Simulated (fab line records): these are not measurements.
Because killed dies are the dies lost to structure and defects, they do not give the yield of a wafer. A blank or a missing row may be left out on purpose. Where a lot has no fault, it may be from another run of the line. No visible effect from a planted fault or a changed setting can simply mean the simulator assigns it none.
Comparing a struck lot with a sound one | flow n5Finfet | 14 steps out of a route of 1938
Sound: these wafers, L253.1, L253.3, L253.6. Wafers L259.2, L259.3, L259.5 were the ones struck. Last of all comes the cause.
Each step with rows lists, per side, the tool, then ch with its chambers, then its first start. Under that, the readings that differ: sound wafers | struck wafers | difference of the means | sigmas: that difference in standard deviations of wafers without a fault.
alike: same words and numbers on both sides, and readings whose means sit less than 2 such deviations apart. not compared: any withheld reading, any reading some wafer has no value for, any bound like >300 that may hide the same value, and any number with overlapping values for which the record gives no deviation.
Wherever a step has rows on one side only, a row that says differs or no value, or a row with sigmas, the two part there. Numbers that don't overlap but have no deviation are shown without sigmas and don't part them. Lack of a reading on every wafer of one side parts them only where that side has two or more wafers.

first, 8 steps without rows for these wafers: N5_BEOL_M13_COAT_66 (time 60 s, resist thk 110 nm); N5_BEOL_M13_COAT_22 (resist thk 300 nm); N5_BEOL_M13_EBR_24; N5_BEOL_M13_SOFTBAKE_23 (time 60 s); N5_BEOL_M13_EXPOSE_25 (exposes mask M13, target cd 210 nm); N5_BEOL_M13_PEB_26 (peb time 90 s); N5_BEOL_M13_DEVELOP_27 (develop time 45 s); N5_BEOL_M13_HARDBAKE_32 (time 120 s).
N5_BEOL_M13_CD_MEAS_28 targets a cd of 209.5 nm.
  sound on cdSem-01 ch 0, day 11 16:20; struck on cdSem-02 ch 0, day 13 09:57
  alike: cdNm
N5_BEOL_M13_OVL_MEAS_29:
  sound on overlay-01 ch 0, day 11 16:22; struck on overlay-02 ch 0, day 13 09:59
reading      | sound      | struck | difference | sigmas
M13_OVL (nm) | -9 -10 -11 | 9 0 5  | +15        | +2
N5_BEOL_M13_INSPECT_30: inspects for defects (macro).
  sound on defectInspect-02, day 11 16:23; struck on defectInspect-01, day 13 10:00
  alike: rawDefectCount
N5_BEOL_M13_DESCUM_33: chemistry O2, time 7.9 s.
  sound on rieDiel-06 ch 2,3, day 11 16:40; struck on rieDiel-02 ch 0,1, day 13 10:05
  alike: drypumpMotorCurrentA, oesProductAu, rfVppV, showerheadPlenumPTorr, throttleValvePct
  not compared: rfHoursCounterH
N5_BEOL_M13_ETCH_67: etches SiARC in CF4, target depth 143 nm, time 238.3 s.
  sound on rieDiel-06 ch 2,3, day 11 16:41; struck on rieDiel-02 ch 0,1, day 13 10:07
reading           | sound       | struck      | difference | sigmas
etchRfOnTimeS (s) | 236 243 241 | 296 291 288 | +52        | +11
  alike: cf4FlowSccm, drypumpMotorCurrentA, oesProductAu, rfVppV, showerheadPlenumPTorr, throttleValvePct
  not compared: rfHoursCounterH
N5_BEOL_M13_ETCH_68: etches SOC in N2/H2, time 355 s.
  sound on rieDiel-06 ch 2,3, day 11 16:50; struck on rieDiel-02 ch 0,1, day 13 10:16
  alike: drypumpMotorCurrentA, oesProductAu, rfVppV, showerheadPlenumPTorr, throttleValvePct
  not compared: rfHoursCounterH

== WHERE THEY PART ==
Last at N5_BEOL_M13_ETCH_67 as far as this record goes, first at N5_BEOL_M13_OVL_MEAS_29. Later steps at which nothing parts them and some readings are alike: N5_BEOL_M13_ETCH_68.

WHY: the cause the simulator had injected
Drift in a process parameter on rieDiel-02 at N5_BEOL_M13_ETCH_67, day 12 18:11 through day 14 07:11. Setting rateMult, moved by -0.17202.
